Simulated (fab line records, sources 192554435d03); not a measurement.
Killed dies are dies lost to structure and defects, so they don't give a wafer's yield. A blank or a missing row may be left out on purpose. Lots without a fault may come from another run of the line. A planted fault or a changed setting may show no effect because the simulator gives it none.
fab line records | flow n5_finfet
record lots=24 wafers=72 last_day=17
route steps=1938 shown BEOL_M5@1151 BEOL_M6@1197
lots that met no fault: from a run of the same line without faults
start_h: hours from the record's first day to the start of the lot's first wafer shown | wait_h: hours since the lot's step before | " the same as in the row above | L1.1+2: a row that stands for several wafers | - no value, or no start given | * or withheld: withheld | < > ~ a bound
route shown NAME@n: a module of which the file shows steps, and the number in the route of the first | usual: mean/standard deviation of fault-free wafers | same: alike in all rows | chamber/n: place in a boat | sites: the reading at each site | _std_site: their standard deviation | _edge_site: outer sites' mean less inner sites' | radius_mm: how far each site lies from the wafer's centre | mask NAME#n: copy n | behind: the tool/chamber that last shaped the wafer | hold: why the lot was held/for how many hours/how that ended | device: the transistor (n, p or np) that didn't switch | end of line: the same wafers' tests at the end of the route | a step without rows: its recipe alone | killed: dies lost to structure and defects at the first sort, not the wafer's yield | map: a wafer's dies, x killed, . not, _ none there
set.NAME: the setting as run; set.NAME@STEP: as run at that earlier step | model.NAME: the simulator's own value behind a step, which no gauge read
steps of the route over a sample of lots; a table a step, a row a wafer
services: from which hour (start_h, from the record's first day; less than 0 if before it) a tool's chamber was out of use, for how many hours, and why
## steps
# step N5_BEOL_M5_DESCUM_33
# recipe chemistry=O2 time_s=7 source_power_w=50 bias_power_w=20 pressure_mtorr=20 rf_frequency_hz=2.712e+07 temp_c=40 resist=CAR-EUV o2_flow_sccm=225
# usual bias_power_w=20.01/0.058 drypump_motor_current_A=5.7/0.5 oes_product_au=0.74/0.049 rf_vpp_V=242.9/1.4 showerhead_plenum_p_Torr=2.08/0.068 throttle_valve_pct=20.58/0.22
# columns lot.wafer tool chamber start_h wait_h bias_power_w drypump_motor_current_A oes_product_au rf_hours_counter_h rf_vpp_V showerhead_plenum_p_Torr throttle_valve_pct
L074.2 rie_diel-05 3 181.96 0.0 20.01 4.7 0.76 172 244.6 2.08 20.46
L074.3 " 0 " " 20.06 5.8 0.79 120 241.8 2.02 20.43
L074.6 " 2 " " 19.96 6.3 0.76 - 243.0 2.10 20.77
L075.1 rie_diel-06 1 185.73 0.0 20.03 5.3 0.71 168 241.3 2.11 20.91
L075.4 " 0 " " 20.04 6.1 0.79 109 245.8 2.20 20.20
L075.6 " 3 " " 20.04 5.7 0.71 - 241.4 2.00 20.60
L076.1 rie_diel-06 3 193.61 0.1 19.92 5.7 0.71 197 241.0 2.00 20.61
L076.3 " 0 " " 20.01 6.1 0.79 112 244.3 2.20 20.21
L076.5 " 1 " " 20.03 5.3 0.72 - 242.7 2.11 20.92
L077.2 rie_diel-06 2 198.04 0.0 20.03 6.2 0.70 226 244.9 2.16 20.76
L077.3 " 0 " " 19.97 6.1 0.79 113 243.9 2.20 20.20
L077.4 " 3 " " 20.02 5.6 0.71 199 241.9 2.00 20.59
L078.2 rie_diel-05 1 198.19 0.1 19.95 5.2 0.69 189 243.0 2.08 20.78
L078.3 " 3 " " 20.02 4.7 0.76 177 243.5 2.08 20.47
L078.6 " 2 " " 19.98 6.3 0.76 - 242.6 2.10 20.77
L079.1 rie_diel-06 3 212.79 0.0 20.13 5.7 0.71 204 242.1 2.00 20.60
L079.4 " 2 " " 19.99 6.3 0.70 230 243.6 2.16 20.78
L079.6 " 2 " " 20.10 6.2 0.70 - 244.4 2.16 20.76
L080.1 rie_diel-06 2 218.95 0.4 20.06 6.2 0.70 232 244.3 2.16 20.77
L080.4 " 1 " " 20.01 5.3 0.71 179 243.9 2.10 20.95
L080.5 " 3 " " 20.02 5.7 0.71 - 240.5 2.00 20.61
L081.1 rie_diel-06 2 224.13 0.0 19.95 6.2 0.70 234 243.4 2.16 20.78
L081.4 " 3 " " 19.96 5.7 0.71 208 241.9 2.00 20.62
L081.5 " 1 " " 20.08 5.3 0.70 - 242.3 2.10 20.94
L082.1 rie_diel-05 3 226.21 0.0 20.06 4.7 0.74 186 242.8 2.08 20.48
L082.2 " 0 " " 20.00 5.9 0.76 133 241.7 2.02 20.44
L082.5 " 0 " " 20.12 5.9 0.76 - 241.6 2.02 20.44
L084.2 rie_diel-01 1 227.53 0.0 19.97 6.4 0.71 226 240.1 1.97 20.56
L084.3 " 2 " " 19.98 5.9 0.84 77 242.2 2.01 20.32
L084.5 " 0 " " 20.00 5.3 0.80 - 242.7 2.09 20.31
L083.3 rie_diel-01 3 228.01 0.0 19.98 5.7 0.72 189 243.3 2.07 20.54
L083.4 " 0 " " 19.99 5.3 0.81 - 242.9 2.09 20.30
L083.6 " 1 " " 20.07 6.4 0.70 - 240.5 1.97 20.56
L085.3 rie_diel-01 2 249.21 0.0 19.86 5.9 0.84 83 242.6 2.01 20.33
L085.4 " 3 " " 20.13 5.8 0.73 196 243.4 2.07 20.56
L085.5 " 0 " " 19.99 5.3 0.80 - 242.0 2.09 20.31
L086.3 rie_diel-05 3 256.62 0.1 19.95 4.7 0.74 195 242.8 2.08 20.50
L086.5 " 3 " " 20.08 4.7 0.74 - 244.1 2.08 20.50
L086.6 " 1 " " 19.98 5.2 0.68 - 244.1 2.07 20.80
L089.3 rie_diel-01 2 266.08 0.3 19.92 5.8 0.83 88 241.4 2.01 20.33
L089.5 " 0 " " 19.99 5.3 0.79 - 243.5 2.09 20.33
L089.6 " 3 " " 20.01 5.8 0.72 - 243.1 2.07 20.56
L088.1 rie_diel-01 0 271.64 0.0 20.09 5.3 0.79 112 243.2 2.08 20.35
L088.2 " 2 " " 20.01 5.9 0.82 91 243.0 2.01 20.34
L088.4 " 1 " " 19.94 6.4 0.70 240 241.4 1.96 20.58
L090.1 rie_diel-06 3 276.21 0.4 20.01 5.7 0.70 223 241.4 1.99 20.64
L090.5 " 0 " " 19.94 6.1 0.78 - 245.6 2.19 20.24
L090.6 " 3 " " 20.07 5.7 0.70 - 241.1 1.99 20.63
L087.2 rie_diel-06 3 281.97 0.3 20.14 5.6 0.69 224 241.1 1.99 20.61
L087.3 " 0 " " 20.01 6.1 0.77 139 244.6 2.19 20.26
L087.5 " 1 " " 19.90 5.3 0.70 - 241.5 2.10 20.96
L092.1 rie_diel-06 0 284.97 0.3 19.96 6.1 0.76 140 244.8 2.19 20.24
L092.2 " 1 " " 20.03 5.4 0.69 198 243.7 2.09 20.95
L092.4 " 1 " " 20.03 5.4 0.70 - 242.4 2.10 20.95
L094.1 rie_diel-06 3 298.17 0.0 19.98 5.7 0.69 231 240.9 1.99 20.65
L094.3 " 0 " " 19.99 6.1 0.77 146 245.0 2.19 20.25
L094.4 " 0 " " 19.88 6.1 0.76 - 244.7 2.19 20.26
L093.1 rie_diel-05 1 298.89 0.6 20.00 5.2 0.67 221 241.8 2.07 20.82
L093.3 " 2 " " 19.96 6.3 0.73 180 243.3 2.09 20.82
L093.5 " 3 " " 20.08 4.7 0.72 - 242.6 2.07 20.52
L091.1 rie_diel-05 2 305.02 0.0 19.97 6.3 0.72 181 242.0 2.09 20.83
L091.2 " 1 " " 19.98 5.2 0.67 222 244.2 2.06 20.82
L091.4 " 0 " " 19.98 5.8 0.76 153 241.4 2.01 20.46
L095.3 rie_diel-05 3 305.45 0.3 20.13 4.7 0.72 210 244.0 2.07 20.53
L095.4 " 1 " " 20.00 5.2 0.67 222 242.9 2.07 20.83
L095.6 " 0 " " 20.01 5.8 0.75 - 241.7 2.01 20.47
L096.2 rie_diel-01 2 310.61 0.5 20.04 5.8 0.80 102 241.3 2.00 20.36
L096.4 " 0 " " 20.06 5.3 0.77 122 243.4 2.08 20.34
L096.6 " 0 " " 19.99 5.3 0.77 - 243.5 2.08 20.34
L097.3 rie_diel-06 2 313.96 0.1 20.09 6.2 0.97 2 244.6 2.15 20.39
L097.5 " 3 " " 19.94 5.7 0.69 - 241.3 1.99 20.65
L097.6 " 2 " " 20.01 6.2 0.97 - 243.9 2.15 20.41
# step N5_BEOL_M5_ETCH_75
# recipe chemistry=N2/H2 target=underlayer target_depth_a=65 mask_material=CAR-EUV time_s=5.2 ion_energy_ev=200 pressure_mtorr=30 source_w=840 bias_w=150 n2_flow_sccm=200 h2_flow_sccm=200 ends=cleared
# usual drypump_motor_current_A=5.7/0.5 etch_rf_on_time_s=5.26/0.11 oes_product_au=0.63/0.044 rf_vpp_V=523.2/2.5 showerhead_plenum_p_Torr=2.52/0.08 throttle_valve_pct=18.02/0.23
# columns lot.wafer tool chamber start_h wait_h drypump_motor_current_A etch_rf_on_time_s oes_product_au rf_hours_counter_h rf_vpp_V showerhead_plenum_p_Torr throttle_valve_pct
L074.2 rie_diel-05 3 182.00 0.0 4.7 5.18 0.64 172 523.8 2.52 17.85
L074.3 " 0 " " 5.8 4.98 0.68 120 523.3 2.45 17.89
L074.6 " 2 " " 6.3 5.16 0.65 - 522.5 2.55 18.17
L075.1 rie_diel-06 1 185.76 0.0 5.4 5.37 0.60 168 524.1 2.54 18.25
L075.4 " 0 " " 6.1 5.24 0.68 109 526.7 2.66 17.53
L075.6 " 3 " " 5.7 5.27 0.61 - 519.7 2.41 17.92
L076.1 rie_diel-06 3 193.65 0.0 5.7 5.28 0.61 197 520.5 2.41 17.94
L076.3 " 0 " " 6.2 5.21 0.68 112 525.5 2.66 17.53
L076.5 " 1 " " 5.4 5.40 0.60 - 525.2 2.54 18.26
L077.2 rie_diel-06 2 198.07 0.0 6.2 5.35 0.59 226 525.5 2.62 18.22
L077.3 " 0 " " 6.1 5.20 0.67 113 527.5 2.66 17.53
L077.4 " 3 " " 5.7 5.24 0.61 199 517.6 2.41 17.92
L078.2 rie_diel-05 1 198.23 0.0 5.2 5.31 0.60 189 525.1 2.54 18.31
L078.3 " 3 " " 4.7 5.16 0.64 177 522.9 2.52 17.85
L078.6 " 2 " " 6.3 5.17 0.65 - 524.7 2.55 18.20
L079.1 rie_diel-06 3 212.83 0.0 5.7 5.24 0.61 204 521.1 2.41 17.92
L079.4 " 2 " " 6.3 5.31 0.59 230 527.9 2.62 18.23
L079.6 " 2 " " 6.3 5.33 0.59 - 525.4 2.62 18.24
L080.1 rie_diel-06 2 218.98 0.0 6.3 5.26 0.59 232 526.5 2.62 18.24
L080.4 " 1 " " 5.4 5.27 0.60 179 522.8 2.54 18.26
L080.5 " 3 " " 5.7 5.18 0.61 - 520.7 2.41 17.93
L081.1 rie_diel-06 2 224.17 0.0 6.3 5.34 0.58 234 526.0 2.61 18.26
L081.4 " 3 " " 5.7 5.22 0.60 208 521.8 2.41 17.95
L081.5 " 1 " " 5.4 5.41 0.59 - 522.5 2.54 18.28
L082.1 rie_diel-05 3 226.24 0.0 4.7 5.22 0.62 186 524.0 2.51 17.87
L082.2 " 0 " " 5.8 5.03 0.67 133 520.8 2.44 17.92
L082.5 " 0 " " 5.8 5.00 0.67 - 518.7 2.44 17.93
L084.2 rie_diel-01 1 227.57 0.0 6.4 5.29 0.59 226 522.6 2.41 18.15
L084.3 " 2 " " 5.9 5.14 0.71 77 520.6 2.46 17.93
L084.5 " 0 " " 5.3 5.27 0.69 - 523.8 2.56 17.87
L083.3 rie_diel-01 3 228.04 0.0 5.8 5.24 0.61 189 523.5 2.51 17.91
L083.4 " 0 " " 5.3 5.25 0.69 - 523.3 2.56 17.88
L083.6 " 1 " " 6.4 5.35 0.60 - 519.1 2.41 18.16
L085.3 rie_diel-01 2 249.25 0.0 5.8 5.18 0.70 83 521.5 2.46 17.93
L085.4 " 3 " " 5.7 5.28 0.62 196 522.3 2.51 17.92
L085.5 " 0 " " 5.3 5.25 0.68 - 524.5 2.56 17.87
L086.3 rie_diel-05 3 256.66 0.0 4.7 5.27 0.62 195 523.7 2.51 17.89
L086.5 " 3 " " 4.7 5.25 0.62 - 524.9 2.51 17.88
L086.6 " 1 " " 5.2 5.38 0.58 - 523.5 2.53 18.35
L089.3 rie_diel-01 2 266.11 0.0 5.9 5.06 0.69 88 521.2 2.46 17.94
L089.5 " 0 " " 5.3 5.26 0.68 - 523.5 2.55 17.87
L089.6 " 3 " " 5.7 5.30 0.61 - 521.8 2.50 17.94
L088.1 rie_diel-01 0 271.67 0.0 5.3 5.30 0.67 112 524.9 2.55 17.91
L088.2 " 2 " " 5.9 5.19 0.69 91 520.8 2.46 17.95
L088.4 " 1 " " 6.4 5.42 0.58 240 518.4 2.40 18.18
L090.1 rie_diel-06 3 276.24 0.0 5.7 5.23 0.59 223 521.3 2.40 17.94
L090.5 " 0 " " 6.1 5.22 0.66 - 525.9 2.65 17.60
L090.6 " 3 " " 5.7 5.25 0.59 - 519.6 2.40 17.94
L087.2 rie_diel-06 3 282.00 0.0 5.7 5.23 0.59 224 520.2 2.40 17.96
L087.3 " 0 " " 6.1 5.25 0.65 139 528.2 2.65 17.58
L087.5 " 1 " " 5.4 5.46 0.59 - 521.4 2.53 18.29
L092.1 rie_diel-06 0 285.00 0.0 6.1 5.27 0.65 140 526.5 2.65 17.58
L092.2 " 1 " " 5.4 5.42 0.59 198 519.5 2.53 18.31
L092.4 " 1 " " 5.3 5.44 0.58 - 522.4 2.53 18.30
L094.1 rie_diel-06 3 298.21 0.0 5.7 5.13 0.59 231 519.5 2.40 17.99
L094.3 " 0 " " 6.1 5.19 0.65 146 526.0 2.65 17.59
L094.4 " 0 " " 6.2 5.21 0.66 - 528.0 2.65 17.60
L093.1 rie_diel-05 1 298.92 0.0 5.2 5.39 0.56 221 521.7 2.53 18.38
L093.3 " 2 " " 6.3 5.16 0.62 180 525.2 2.53 18.25
L093.5 " 3 " " 4.7 5.33 0.61 - 523.9 2.50 17.89
L091.1 rie_diel-05 2 305.05 0.0 6.3 5.31 0.61 181 523.4 2.53 18.24
L091.2 " 1 " " 5.2 5.39 0.57 222 525.0 2.53 18.36
L091.4 " 0 " " 5.7 4.97 0.65 153 521.5 2.44 17.94
L095.3 rie_diel-05 3 305.48 0.0 4.7 5.27 0.60 210 523.9 2.50 17.91
L095.4 " 1 " " 5.2 5.36 0.57 222 523.7 2.53 18.38
L095.6 " 0 " " 5.8 5.01 0.65 - 521.6 2.44 18.00
L096.2 rie_diel-01 2 310.64 0.0 5.9 5.13 0.68 102 524.3 2.45 17.97
L096.4 " 0 " " 5.3 5.30 0.66 122 524.2 2.55 17.91
L096.6 " 0 " " 5.3 5.28 0.66 - 522.7 2.55 17.91
L097.3 rie_diel-06 2 313.99 0.0 6.3 5.32 0.83 2 526.7 2.61 17.81
L097.5 " 3 " " 5.7 5.26 0.59 - 519.4 2.40 18.02
L097.6 " 2 " " 6.2 5.28 0.82 - 525.7 2.61 17.82
# step N5_BEOL_M5_THK_MEAS_53
# recipe thk_meas_gauge=xrf reads=Cu_of_BEOL_M5_ECD_50
# usual M5_THK=60.5/1.6
# columns lot.wafer tool chamber start_h wait_h M5_THK[nm]
L074.2 film_metro-01 - 189.89 - 61.1
L074.3 " - " " 65.1
L074.6 " - " " 61.1
L075.1 film_metro-01 - 192.58 - 58.1
L075.4 " - " " 58.7
L075.6 " - " " 57.0
L076.1 film_metro-02 - 201.32 - 61.4
L076.3 " - " " 59.5
L076.5 " - " " 60.2
L077.2 film_metro-02 - 205.71 - 59.5
L077.3 " - " " 60.0
L077.4 " - " " 59.8
L078.2 film_metro-01 - 205.86 - 60.4
L078.3 " - " " 62.2
L078.6 " - " " 62.7
L079.1 film_metro-01 - 220.54 - 58.8
L079.4 " - " " 59.2
L079.6 " - " " 60.1
L080.1 film_metro-02 - 226.41 - 62.0
L080.4 " - " " 60.8
L080.5 " - " " 61.8
L081.1 film_metro-02 - 231.13 - 61.7
L081.4 " - " " 62.6
L081.5 " - " " 61.5
L082.1 film_metro-02 - 233.36 - 61.9
L082.2 " - " " 62.7
L082.5 " - " " 63.1
L084.2 film_metro-02 - 234.75 - 61.4
L084.3 " - " " 61.5
L084.5 " - " " 60.8
L083.3 film_metro-02 - 236.43 - 61.4
L083.4 " - " " 62.0
L083.6 " - " " 60.0
L085.3 film_metro-02 - 256.00 - 63.8
L085.4 " - " " 61.8
L085.5 " - " " 63.8
L086.3 film_metro-01 - 263.59 - 62.2
L086.5 " - " " 61.4
L086.6 " - " " 59.1
L089.3 film_metro-01 - 273.39 - 62.3
L089.5 " - " " 61.6
L089.6 " - " " 60.9
L088.1 film_metro-01 - 278.93 - 58.4
L088.2 " - " " 60.9
L088.4 " - " " 58.3
L090.1 film_metro-02 - 283.55 - 59.1
L090.5 " - " " 60.0
L090.6 " - " " 60.7
L087.2 film_metro-01 - 289.60 - 61.2
L087.3 " - " " 60.0
L087.5 " - " " 59.0
L092.1 film_metro-02 - 292.24 - 60.2
L092.2 " - " " 60.4
L092.4 " - " " 57.6
L094.1 film_metro-02 - 305.28 - 60.1
L094.3 " - " " 62.7
L094.4 " - " " 60.9
L093.1 film_metro-02 - 307.07 - 59.3
L093.3 " - " " 61.8
L093.5 " - " " 62.2
L091.1 film_metro-01 - 311.83 - 60.1
L091.2 " - " " 58.4
L091.4 " - " " 61.4
L095.3 film_metro-01 - 313.21 - 58.5
L095.4 " - " " 58.8
L095.6 " - " " 59.9
L096.2 film_metro-02 - 317.59 - 59.8
L096.4 " - " " 59.2
L096.6 " - " " 58.8
L097.3 film_metro-02 - 321.54 - 61.1
L097.5 " - " " 62.1
L097.6 " - " " 60.8
# step N5_BEOL_M5_CO_CAP_78
# recipe material=Co target_thk_a=20 temp_c=200 precursor=CCTBA/H2 pressure_torr=30 time_s=102.1
# usual heater_power_w=244/15
# columns lot.wafer tool chamber start_h wait_h heater_power_w since_wet_clean_h
L074.2 cvd_co-01 0 189.99 0.0 229 731
L074.3 " 1 " " 238 -
L074.6 " 0 " " 232 -
L075.1 cvd_co-02 1 192.66 0.0 235 56
L075.4 " 0 " " 249 -
L075.6 " 1 " " 236 -
L076.1 cvd_co-01 0 201.42 0.0 233 743
L076.3 " 1 " " 246 -
L076.5 " 0 " " 234 -
L077.2 cvd_co-01 0 205.80 0.0 230 747
L077.3 " 1 " " 246 -
L077.4 " 0 " " 226 -
L078.2 cvd_co-01 1 205.97 0.0 243 1185
L078.3 " 1 " " 249 -
L078.6 " 0 " " 231 -
L079.1 cvd_co-01 0 220.77 0.0 227 762
L079.4 " 0 " " 231 -
L079.6 " 0 " " 235 -
L080.1 cvd_co-01 1 226.51 0.0 241 1205
L080.4 " 1 " " 238 -
L080.5 " 0 " " 232 -
L081.1 cvd_co-01 1 231.27 0.0 241 1210
L081.4 " 1 " " 243 -
L081.5 " 0 " " 234 -
L082.1 cvd_co-01 1 233.46 0.0 243 1212
L082.2 " 0 " " 235 775
L082.5 " 0 " " 228 -
L084.2 cvd_co-01 0 234.85 0.0 228 776
L084.3 " 1 " " 245 -
L084.5 " 0 " " 235 -
L083.3 cvd_co-02 1 236.51 0.0 237 100
L083.4 " 1 " " 234 -
L083.6 " 2 " " 281 -
L085.3 cvd_co-02 0 256.07 0.0 250 1016
L085.4 " 2 " " 282 -
L085.5 " 1 " " 246 -
L086.3 cvd_co-02 0 263.70 0.0 255 1024
L086.5 " 0 " " 251 -
L086.6 " 2 " " 284 -
L089.3 cvd_co-02 2 273.71 0.0 280 574
L089.5 " 2 " " 279 -
L089.6 " 0 " " 249 -
L088.1 cvd_co-02 1 279.00 0.0 233 142
L088.2 " 2 " " 293 580
L088.4 " 1 " " 240 -
L090.1 cvd_co-02 1 283.63 0.0 242 147
L090.5 " 2 " " 294 -
L090.6 " 0 " " 245 -
L087.2 cvd_co-01 0 289.70 0.0 231 831
L087.3 " 0 " " 233 -
L087.5 " 1 " " 243 -
L092.1 cvd_co-01 0 292.44 0.0 235 834
L092.2 " 1 " " 247 1271
L092.4 " 0 " " 227 -
L094.1 cvd_co-02 0 305.38 0.0 247 1065
L094.3 " 0 " " 249 -
L094.4 " 1 " " 248 -
L093.1 cvd_co-01 1 307.22 0.0 236 1286
L093.3 " 0 " " 233 -
L093.5 " 1 " " 242 -
L091.1 cvd_co-02 1 311.98 0.0 236 175
L091.2 " 0 " " 257 1072
L091.4 " 1 " " 239 -
L095.3 cvd_co-01 1 313.34 0.1 247 -
L095.4 " 0 " " 236 -
L095.6 " 0 " " 232 -
L096.2 cvd_co-02 1 317.69 0.0 246 181
L096.4 " 1 " " 245 -
L096.6 " 0 " " 251 -
L097.3 cvd_co-01 1 321.88 0.1 243 -
L097.5 " 0 " " 236 -
L097.6 " 1 " " 243 -
# step N5_BEOL_M5_DEP_56
# recipe material=SiCN target_thk_a=80 temp_c=withheld precursor=3MS/NH3 pressure_torr=3 rf_w=202 time_s=14
# usual showerhead_plenum_p_Torr=3.661/0.014 throttle_valve_pct=9.2/0.43
# columns lot.wafer tool chamber start_h wait_h showerhead_plenum_p_Torr since_wet_clean_h throttle_valve_pct
L074.2 pecvd-01 2 190.21 0.1 3.680 - 8.9
L074.3 " 2 " " 3.671 - 9.0
L074.6 " 2 " " 3.666 - 8.8
L075.1 pecvd-02 1 192.77 0.0 3.659 1622 9.2
L075.4 " 1 " " 3.658 - 9.1
L075.6 " 2 " " 3.652 - 8.8
L076.1 pecvd-04 2 201.57 0.0 3.643 331 8.7
L076.3 " 1 " " 3.683 1812 9.6
L076.5 " 2 " " 3.637 - 8.4
L077.2 pecvd-02 1 205.95 0.0 3.664 1635 9.1
L077.3 " 2 " " 3.651 144 9.0
L077.4 " 0 " " 3.656 - 9.5
L078.2 pecvd-01 2 206.20 0.1 3.686 - 8.8
L078.3 " 2 " " 3.674 - 8.7
L078.6 " 2 " " 3.683 - 8.9
L079.1 pecvd-01 0 220.94 0.0 3.662 744 9.1
L079.4 " 2 " " 3.677 - 8.7
L079.6 " 0 " " 3.658 - 9.1
L080.1 pecvd-04 0 226.66 0.0 3.639 1112 9.4
L080.4 " 1 " " 3.684 - 9.8
L080.5 " 2 " " 3.649 - 8.4
L081.1 pecvd-04 0 231.44 0.0 3.641 1117 9.5
L081.4 " 1 " " 3.670 - 9.6
L081.5 " 0 " " 3.644 - 9.6
L082.1 pecvd-04 1 233.62 0.0 3.687 1844 9.6
L082.2 " 0 " " 3.643 1119 9.4
L082.5 " 0 " " 3.648 - 9.3
L084.2 pecvd-01 0 235.01 0.0 3.653 758 8.9
L084.3 " 2 " " 3.677 - 8.7
L084.5 " 2 " " 3.679 - 8.8
L083.3 pecvd-02 0 236.63 0.0 3.653 941 9.8
L083.4 " 1 " " 3.659 - 9.0
L083.6 " 2 " " 3.682 - 9.0
L085.3 pecvd-02 2 256.19 0.0 3.668 194 8.9
L085.4 " 1 " " 3.664 - 8.9
L085.5 " 2 " " 3.669 - 9.1
L086.3 pecvd-02 0 263.81 0.0 3.658 968 9.9
L086.5 " 2 " " 3.667 - 9.0
L086.6 " 0 " " 3.671 - 9.7
L089.3 pecvd-04 2 273.83 0.0 3.650 403 8.8
L089.5 " 2 " " 3.639 - 8.9
L089.6 " 0 " " 3.640 - 9.4
L088.1 pecvd-04 2 279.12 0.0 3.650 408 8.4
L088.2 " 0 " " 3.641 1164 9.7
L088.4 " 2 " " 3.643 - 8.8
L090.1 pecvd-01 1 283.76 0.0 3.680 1531 9.6
L090.5 " 1 " " 3.685 - 9.7
L090.6 " 0 " " 3.665 - 9.4
L087.2 pecvd-02 2 289.85 0.0 3.663 228 9.0
L087.3 " 1 " " 3.669 1719 9.0
L087.5 " 2 " " 3.659 - 8.6
L092.1 pecvd-01 0 292.59 0.0 3.655 815 9.3
L092.2 " 1 " " 3.687 1540 9.9
L092.4 " 2 " " 3.666 - 8.0
L094.1 pecvd-04 0 305.53 0.0 3.641 1191 9.5
L094.3 " 1 " " 3.677 1916 9.4
L094.4 " 1 " " 3.671 - 9.9
L093.1 pecvd-02 1 307.37 0.0 3.659 1736 9.4
L093.3 " 2 " " 3.669 246 9.2
L093.5 " 2 " " 3.664 - 9.1
L091.1 pecvd-04 2 312.15 0.0 3.644 441 8.9
L091.2 " 1 " " 3.681 1922 9.7
L091.4 " 2 " " 3.647 - 8.6
L095.3 pecvd-02 0 313.46 0.0 3.661 1017 9.8
L095.4 " 0 " " 3.660 - 9.9
L095.6 " 1 " " 3.660 - 9.3
L096.2 pecvd-01 0 317.85 0.0 3.643 840 9.2
L096.4 " 2 " " 3.669 - 8.1
L096.6 " 0 " " 3.660 - 9.4
L097.3 pecvd-04 2 321.99 0.0 3.645 451 8.7
L097.5 " 0 " " 3.642 - 9.8
L097.6 " 2 " " 3.643 - 8.5
# step N5_BEOL_M6_PECVD_70
# recipe material=SiO2 target_thk_a=200 temp_c=400 precursor=TEOS/O2 pressure_torr=5.5 rf_w=450 teos_flow_sccm=53.8 gas=O2 flow_sccm=3000 time_s=22.7
# usual heater_power_w=689/100 showerhead_plenum_p_Torr=8.75/0.064 throttle_valve_pct=23.0/0.91
# columns lot.wafer tool chamber start_h wait_h heater_power_w showerhead_plenum_p_Torr since_wet_clean_h throttle_valve_pct
L074.2 pecvd-04 0 191.01 0.0 676 8.67 1076 23.0
L074.3 " 1 " " 680 8.87 1801 23.8
L074.6 " 0 " " 666 8.66 - 23.4
L075.1 pecvd-02 1 193.52 0.0 500 8.76 1622 22.7
L075.4 " 2 " " 876 8.77 - 22.1
L075.6 " 1 " " 483 8.75 - 22.5
L076.1 pecvd-02 1 202.80 0.0 484 8.77 1632 22.7
L076.3 " 2 " " 879 8.79 - 22.1
L076.5 " 2 " " 880 8.78 - 22.0
L077.2 pecvd-04 1 206.70 0.0 743 8.88 1817 24.2
L077.3 " 0 " " 621 8.66 1092 23.8
L077.4 " 1 " " 737 8.85 - 24.0
L078.2 pecvd-04 0 207.00 0.0 683 8.68 1092 23.3
L078.3 " 2 " " 711 8.70 336 21.5
L078.6 " 2 " " 706 8.69 - 21.4
L079.1 pecvd-02 0 221.97 0.0 797 8.79 926 23.8
L079.4 " 1 " " 516 8.76 - 22.4
L079.6 " 2 " " 779 8.78 - 22.3
L080.1 pecvd-02 1 227.53 0.0 534 8.75 1656 22.8
L080.4 " 2 " " 864 8.80 - 22.2
L080.5 " 1 " " 532 8.79 - 22.5
L081.1 pecvd-02 1 232.23 0.0 526 8.76 1661 22.6
L081.4 " 1 " " 508 8.76 - 22.8
L081.5 " 0 " " 670 8.74 - 23.9
L082.1 pecvd-02 2 234.38 0.0 860 8.77 173 22.2
L082.2 " 0 " " 817 8.76 938 24.1
L082.5 " 1 " " 535 8.75 - 22.5
L084.2 pecvd-04 0 235.79 0.0 647 8.69 1121 23.3
L084.3 " 1 " " 723 8.82 - 23.9
L084.5 " 1 " " 726 8.84 - 24.1
L083.3 pecvd-02 0 237.37 0.0 741 8.74 941 24.2
L083.4 " 1 " " 543 8.76 - 22.6
L083.6 " 2 " " 761 8.77 - 22.2
L085.3 pecvd-02 1 256.93 0.0 503 8.78 1686 22.6
L085.4 " 0 " " 822 8.75 - 24.2
L085.5 " 2 " " 846 8.79 - 22.1
L086.3 pecvd-04 2 264.57 0.0 672 8.69 394 21.3
L086.5 " 2 " " 676 8.70 - 21.5
L086.6 " 1 " " 681 8.85 - 23.9
L089.3 pecvd-04 1 274.57 0.0 695 8.85 1885 23.8
L089.5 " 1 " " 721 8.87 - 24.0
L089.6 " 0 " " 585 8.68 - 23.5
L088.1 pecvd-04 0 280.35 0.0 620 8.67 1165 23.6
L088.2 " 2 " " 600 8.70 409 21.5
L088.4 " 0 " " 609 8.65 - 23.4
L090.1 pecvd-03 0 284.53 0.0 746 8.71 1351 23.1
L090.5 " 1 " " 567 8.84 - 24.0
L090.6 " 2 " " 630 8.73 - 22.4
L087.2 pecvd-02 0 290.61 0.0 794 8.78 994 24.1
L087.3 " 2 " " 788 8.78 229 22.2
L087.5 " 2 " " 788 8.79 - 22.2
L092.1 pecvd-04 0 293.34 0.0 711 8.67 1178 23.4
L092.2 " 2 " " 662 8.69 422 21.4
L092.4 " 2 " " 672 8.72 - 21.7
L094.1 pecvd-04 2 307.72 0.0 694 8.70 437 21.5
L094.3 " 0 " " 619 8.66 1193 23.3
L094.4 " 1 " " 685 8.85 - 23.9
L093.1 pecvd-04 0 308.27 0.0 718 8.67 1193 23.3
L093.3 " 2 " " 666 8.67 437 21.6
L093.5 " 0 " " 692 8.67 - 23.4
L091.1 pecvd-03 1 312.89 0.0 648 8.86 2104 23.8
L091.2 " 0 " " 671 8.69 1379 22.8
L091.4 " 2 " " 685 8.71 - 22.3
L095.3 pecvd-02 1 314.68 0.0 549 8.76 1744 22.7
L095.4 " 0 " " 788 8.74 - 24.1
L095.6 " 1 " " 546 8.77 - 22.8
L096.2 pecvd-04 0 318.61 0.0 591 8.66 1204 23.4
L096.4 " 0 " " 596 8.67 - 23.6
L096.6 " 2 " " 696 8.70 - 21.5
L097.3 pecvd-03 1 322.74 0.0 622 8.86 2114 23.8
L097.5 " 1 " " 623 8.84 - 24.0
L097.6 " 0 " " 746 8.71 - 23.0
## services
# columns tool chamber start_h hours kind
pecvd-04 1 163.21 12.7 repair
rie_diel-01 - 163.38 1.2 repair
pecvd-02 2 178.72 5.0 scheduled_down
pecvd-01 0 180.55 29.4 repair
pecvd-02 1 185.11 2.6 repair
cvd_co-01 2 188.77 197.0 repair
pecvd-02 0 202.42 2.1 scheduled_down
pecvd-03 1 209.81 6.0 repair
cvd_co-02 - 212.38 6.0 pm
pecvd-04 2 228.25 5.5 scheduled_down
rie_diel-06 1 239.83 1.3 repair
cvd_co-01 0 242.33 9.0 repair
pecvd-03 - 243.34 1.2 repair
rie_diel-05 0 244.70 16.5 repair
pecvd-01 - 250.03 3.0 repair
pecvd-01 2 257.90 - clean
pecvd-01 - 262.76 8.9 repair
cvd_co-02 - 266.63 6.9 pm
rie_diel-06 2 280.12 - clean
rie_diel-06 2 280.12 - consumable_replace:focus_ring
rie_diel-06 2 280.12 27.4 scheduled_down
rie_diel-06 2 280.12 27.4 vent_cycle
rie_diel-05 3 289.73 3.8 repair
rie_diel-01 0 319.60 5.4 repair
## key
fault none
